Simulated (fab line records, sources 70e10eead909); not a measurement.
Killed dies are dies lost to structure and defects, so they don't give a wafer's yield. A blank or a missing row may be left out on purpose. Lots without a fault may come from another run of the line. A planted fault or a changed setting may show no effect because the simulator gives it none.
A struck lot beside a sound one | flow nand_harc | 14 steps out of a route of 1159
Sound: wafers L645.2, L645.4, L645.6. Struck: wafers L653.2, L653.4. (L653.5 of the same lot was not struck and is left out.) The cause comes at the end.
At each step with rows: each side's tool, then ch and its chambers, then its first start. Under that, the readings that differ: sound wafers | struck wafers | difference of the means | sigmas: that difference in standard deviations of wafers without a fault.
alike: readings whose means differ by less than 2 such deviations, and words and numbers that are the same on both sides. not compared: withheld readings, readings that some wafer has no value for, bounds like >300 that may hide the same value, and numbers for which the record gives no deviation and whose values overlap.
The two part at a step that has a row with sigmas, a row that says differs or no value, or rows on one side only. Numbers that don't overlap but have no deviation are shown without sigmas and don't part them. A reading that every wafer of one side lacks parts them only if that side has two wafers or more.

first, 2 steps without rows for these wafers: NHARC_A_STAIRCASE_HARDBAKE_311 (time 140 s); NHARC_A_STAIRCASE_DESCUM_312 (chemistry O2, time 3 s).
NHARC_A_STAIRCASE_ETCH_313: etches the open film in CF4/CHF3.
  sound on rie_diel-09 ch 2,3, day 13 14:56; struck on rie_diel-01 ch 1,3, day 15 23:28
  alike: chf3_flow_sccm, drypump_motor_current_A, oes_product_au, rf_vpp_V, showerhead_plenum_p_Torr, throttle_valve_pct
  not compared: rf_hours_counter_h
NHARC_A_STAIRCASE_HM_OPEN_463: chemistry O2/COS.
  sound on rie_diel-09 ch 1,2; struck on rie_diel-01 ch 1,2
  alike: drypump_motor_current_A, oes_product_au, rf_vpp_V, showerhead_plenum_p_Torr, throttle_valve_pct
  not compared: rf_hours_counter_h
then, 1 step without rows for these wafers: NHARC_A_STAIRCASE_STRIP_464 (strips in O2/COS).
NHARC_A_STAIRCASE_ETCH_453: etches the open film in CF4/O2, target depth 30 nm, overetch 3 nm, time 16.5 s.
  sound on rie_diel-09 ch 2,3; struck on rie_diel-01 ch 2,3
  alike: drypump_motor_current_A, oes_ar_750_au, oes_product_au, rf_vpp_V, showerhead_plenum_p_Torr, throttle_valve_pct
  not compared: rf_hours_counter_h
then, 1 step without rows for these wafers: NHARC_A_STAIRCASE_ETCH_315 (etches the open film in C4F8/O2/Ar, target depth 2500 nm, time 607.1 s).
NHARC_A_STAIRCASE_STRIP_316: strips in O2.
  sound on rie_diel-09 ch 0,1,2, day 13 16:00; struck on rie_diel-01 ch 1,2
  alike: drypump_motor_current_A, oes_product_au, rf_vpp_V, showerhead_plenum_p_Torr, throttle_valve_pct
  not compared: rf_hours_counter_h
then, 3 steps without rows for these wafers: NHARC_A_STAIRCASE_STRIP_317 (strips in SPM, time 900 s); NHARC_A_STAIRCASE_PRECLEAN_318 (cleans in SC1); NHARC_A_STAIRCASE_SRD_329.
NHARC_A_STAIRCASE_ALD_415: deposits SiO2, target thk 30 nm, pulse time 6 s, ald cycles 300.
  sound on ald_hk-02 ch 0,1,2, day 13 17:14; struck on ald_hk-01 ch 0,3, day 16 01:56
  reading    | sound       | struck  | difference | sigmas
  ald_cycles | 300 300 300 | 360 360 | +60        |
  alike: heater_power_w, precursor_pulse_height_rel
NHARC_A_STAIRCASE_ETCHBACK_416: etches the open film in C4F8/O2/Ar, target depth 36 nm, time 7.2 s.
  sound on rie_diel-01 ch 0,1,2; struck on rie_diel-10 ch 0,3
  reading               | sound          | struck    | difference | sigmas
  oes_product_au (a.u.) | 0.93 0.93 0.92 | 0.99 1.01 | +0.07      | +2
  alike: rf_vpp_V
  not compared: rf_hours_counter_h
-- the record jumps here: 8 days lie between the struck wafers' starts before and after (it left off in module A_STAIRCASE and takes up again in module END, whose first step shown is number 1159 of the route) --
NHARC_END_SORT_01:
  the record has rows for the struck wafers here (prober-02 ch 0, day 24 00:41) and none for the sound ones

WHERE THEY PART
First at NHARC_A_STAIRCASE_ETCHBACK_416; last, within this record, at NHARC_END_SORT_01.

WHY: what the simulator had put in
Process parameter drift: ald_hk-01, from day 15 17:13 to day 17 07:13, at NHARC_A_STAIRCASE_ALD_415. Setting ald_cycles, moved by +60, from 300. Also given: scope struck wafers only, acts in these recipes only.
